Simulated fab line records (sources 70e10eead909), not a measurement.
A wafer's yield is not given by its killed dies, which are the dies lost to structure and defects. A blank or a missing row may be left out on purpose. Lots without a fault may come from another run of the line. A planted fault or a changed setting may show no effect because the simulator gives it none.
Comparing a struck lot with a sound one / flow nand_harc / 15 out of 1302 route steps
Sound: the wafers L569.1, L569.2, L569.5. Struck: wafer L585.5. (L585.6 of the same lot was not struck and is left out.) The cause comes at the end.
Per side, at each step with rows, come the tool, then ch with its chambers, and then its first start. Under that, the readings that differ: sound wafers / struck wafers / difference of the means / sigmas: that difference in standard deviations of wafers without a fault.
alike: readings with means less than 2 such deviations apart, plus words and numbers identical on both sides. not compared: withheld readings, readings lacking a value on some wafer, bounds such as >300 that could conceal the same value, and numbers that have no deviation in the record and whose values overlap.
The two part at a step that has a row with sigmas, a row that says differs or no value, or rows on one side only. Non-overlapping numbers with no deviation appear without sigmas and do not part them. A reading that every wafer of one side lacks parts them only if that side has two wafers or more.

first, 3 steps without rows for these wafers: NHARC_A_CHANNEL_HOLE_D1_STRIP_41 (strips in N2/H2); NHARC_A_CHANNEL_HOLE_D1_STRIP_42 (strips in CF4/CHF3); NHARC_A_CHANNEL_HOLE_D1_STRIP_43 (strips in O2/COS).
NHARC_A_CHANNEL_HOLE_D1_ETCH_44: etches the open film in CF4/O2, target depth 140 nm, overetch 14 nm, time 77 s.
  sound on rie_diel-03 ch 1,2,3, day 9 07:18; struck on rie_diel-06 ch 0, day 15 14:25
  alike: drypump_motor_current_A, oes_product_au, rf_vpp_V, showerhead_plenum_p_Torr, throttle_valve_pct
  not compared: rf_hours_counter_h
NHARC_A_CHANNEL_HOLE_D1_STRIP_27: strips in O2.
  sound: rie_diel-03 ch 0,1,2; struck: rie_diel-06 ch 2
  alike: drypump_motor_current_A, oes_product_au, rf_vpp_V, showerhead_plenum_p_Torr, throttle_valve_pct
  not compared: rf_hours_counter_h
then, 2 steps without rows for these wafers: NHARC_A_CHANNEL_HOLE_D1_PRECLEAN_28 (cleans in SC1); NHARC_A_CHANNEL_HOLE_D1_SRD_29.
NHARC_A_CHANNEL_HOLE_D1_CD_MEAS_30:
  sound on cd_sem-01, day 9 08:05; struck on cd_sem-02, day 15 15:12
  alike: cd_nm
NHARC_A_CHANNEL_HOLE_D1_XSEM_31:
  sound on xsem-01 ch 0, day 9 08:11; struck on xsem-02 ch 0, day 15 15:17
  alike: bot_cd_nm, bow_nm, tilt_deg
NHARC_A_CHANNEL_HOLE_D1_INSPECT_40:
  sound on defect_inspect-01, day 9 08:17; struck on defect_inspect-02, day 15 15:23
  alike: raw_defect_count
then, 2 steps without rows for these wafers: NHARC_A_CHANNEL_FILL_D1_PRECLEAN_00 (cleans in SC1); NHARC_A_CHANNEL_FILL_D1_SRD_01.
NHARC_A_CHANNEL_FILL_D1_ALD_02: deposits SiO2, target thk 6 nm, pulse time 10 s, ald cycles 60.
  sound on ald_hk-01 ch 0,1, day 9 08:29; struck on ald_hk-01 ch 3, day 15 15:54
reading=ald_cycles; sound=60 60 60; struck=71; difference=+11; sigmas=
  alike: heater_power_w, precursor_pulse_height_rel
NHARC_A_CHANNEL_FILL_D1_ALD_03: deposits SiNx, target thk 6 nm, pulse time 60 s, ald cycles 58.
  sound: ald_sin_batch-02 ch 0; struck: ald_sin_batch-02 ch 0
reading=precursor_pulse_height_rel; sound=1.042 1.025 1.000; struck=0.977; difference=-0.045; sigmas=-2
  not compared: ald_cycles
-- record jumps: 15 days between struck wafers' starts before vs after; left off in module A_CHANNEL_FILL_D1, resumes in module END, first step shown is number 1302 of the route --
NHARC_END_SORT_01:
  sound on prober-02 ch 0, day 25 11:01; struck on prober-01 ch 0, day 30 21:36
reading=killed_at_array; sound=74 96 89; struck=41; difference=-45; sigmas=-2
reading=killed_dies; sound=81 99 93; struck=47; difference=-44; sigmas=-2
  alike: killed_at_other, killed_at_periphery, killed_open, killed_short

== WHERE THEY PART ==
At NHARC_A_CHANNEL_FILL_D1_ALD_03 first; at NHARC_END_SORT_01 last (within this record only).

WHY: what the simulator had put in
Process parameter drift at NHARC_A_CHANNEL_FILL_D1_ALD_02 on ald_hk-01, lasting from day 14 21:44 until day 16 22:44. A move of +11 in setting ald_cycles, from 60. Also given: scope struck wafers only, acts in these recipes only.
